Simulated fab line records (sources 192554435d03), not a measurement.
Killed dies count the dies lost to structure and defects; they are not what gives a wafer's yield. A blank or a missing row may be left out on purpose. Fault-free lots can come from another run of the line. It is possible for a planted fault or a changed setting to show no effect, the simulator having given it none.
Problem report in the 8D (eight disciplines) form, filled by code	flow n5 finfet	the parts of the form that need people (team, actions taken, sign-off) are left out
Where a reading is given only as a bound, like >300, the bound stands for it, and a mean or a difference that rests on one is marked > or <: the true number lies beyond.

== 1. PROBLEM STATEMENT ==
raw defect count at N5_BEOL_M14_INSPECT_30 reads a mean of >300 on 6 wafers of 2 lots; wafers without a fault read 2.1 with a standard deviation of 1.4. That is +99 or more standard deviations from the usual mean.
The step: inspects for defects (macro).
First observed at day 17 13:38: wafer L401.1, on defect inspect-01. Wafers with a number at this step in the record: 29, from 10 lots. Rule for "out" (also "out of limits"): further than 4 standard deviations from the usual mean. The other wafers with a number count as sound.

== 2. WHAT IT IS AND WHAT IT IS NOT ==
question	is	is not
which readings at this step	raw defect count	-
which lots	L400, L401	L381, L384, L385, L386, L387, L388, L390, L393
which wafers of those lots	all that have a number	-
read on which gauges	defect inspect-01, defect inspect-02	-
when	from day 17 13:38	up to then (23 sound wafers)

== 3. THE SUSPECTS, EACH WITH WHAT RULES IT OUT ==
Counting: a tool stays on the suspect list if, at a process step up to the reading, it processed all lots that are out and no sound lot following the first of them.
- the gauge at N5_BEOL_M14_INSPECT_30 is ruled out. 2 gauges (defect inspect-01, defect inspect-02) read the wafers that are out.
- rtp anneal-01 at N5_BEOL_M13_ANNEAL_48 (time 90 s): kept. All lots that are out passed through it, beginning with L401 at day 17 11:13, and no sound lot followed; its final sound lot before that point was L388 at day 13 23:31.
- rie diel-06 at N5_BEOL_M14_ETCH_59 (etches BARC in N2/H2, target depth 89 nm, overetch 26.7 nm, time 67.9 s): kept. All lots that are out passed through it, beginning with L401 at day 17 12:44, and no sound lot followed; its final sound lot before that point was L384 at day 13 06:14.
What counting leaves: rtp anneal-01 at N5_BEOL_M13_ANNEAL_48 and rie diel-06 at N5_BEOL_M14_ETCH_59.

== 4. THE CAUSE (what the simulator had put in) ==
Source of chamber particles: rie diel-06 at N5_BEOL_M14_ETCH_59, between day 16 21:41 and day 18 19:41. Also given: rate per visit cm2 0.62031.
Counting leaves 2 suspects; this tool is one of them.

== 5. THE CHAIN OF EFFECTS, in route order ==
Rows list readings where the struck wafers' mean (over those with a number) sits beyond 3 standard deviations from the usual. Scope: only readings with a usual standard deviation given in the record; hours: median across lots of the time from each lot's start at the first step in this table that gives one to its start at this step; sigmas: change in usual standard deviations.
hours	step	reading	usual	on struck wafers	change	sigmas
0	N5_BEOL_M14_INSPECT_30	raw defect count	2.1	>300	>+298	+99 or more
24	N5_PASSIVATION_PROBE_49	defect limited yield	91.5 %	86.2	-5.3	-3.1
24	N5_PASSIVATION_PROBE_49	killed_at_M4_up	13	86	+72	+14
24	N5_PASSIVATION_PROBE_49	killed dies	101	162	+62	+3.1
24	N5_PASSIVATION_PROBE_49	killed on rim	13	26	+13	+3.3
24	N5_PASSIVATION_PROBE_49	sort_bin_5_function	5.0 %	8.7	+3.7	+3.3
24	N5_PASSIVATION_PROBE_49	sort n pass	1078	1017	-61	-3.0
24	N5_PASSIVATION_PROBE_49	sort yield pct	91.4 %	86.2	-5.2	-3.0
It contains these process steps:
- N5_PASSIVATION_PROBE_49

== 6. HOW IT WOULD HAVE BEEN CAUGHT EARLIER ==
Counted from the fault's start at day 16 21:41, it took 16 hours until the first out-of-limits reading at a measuring or inspecting step in this record, taken at day 17 13:38.
No tool reading at N5_BEOL_M14_ETCH_59 that has a usual standard deviation in the record was out on any struck wafer, so an alarm limit of 4 standard deviations on those readings would not have fired.
Lots out: 2; of these, L400 started N5_BEOL_M14_ETCH_59 on rie diel-06 after day 17 13:38. A hold on the tool at that time would have spared it.
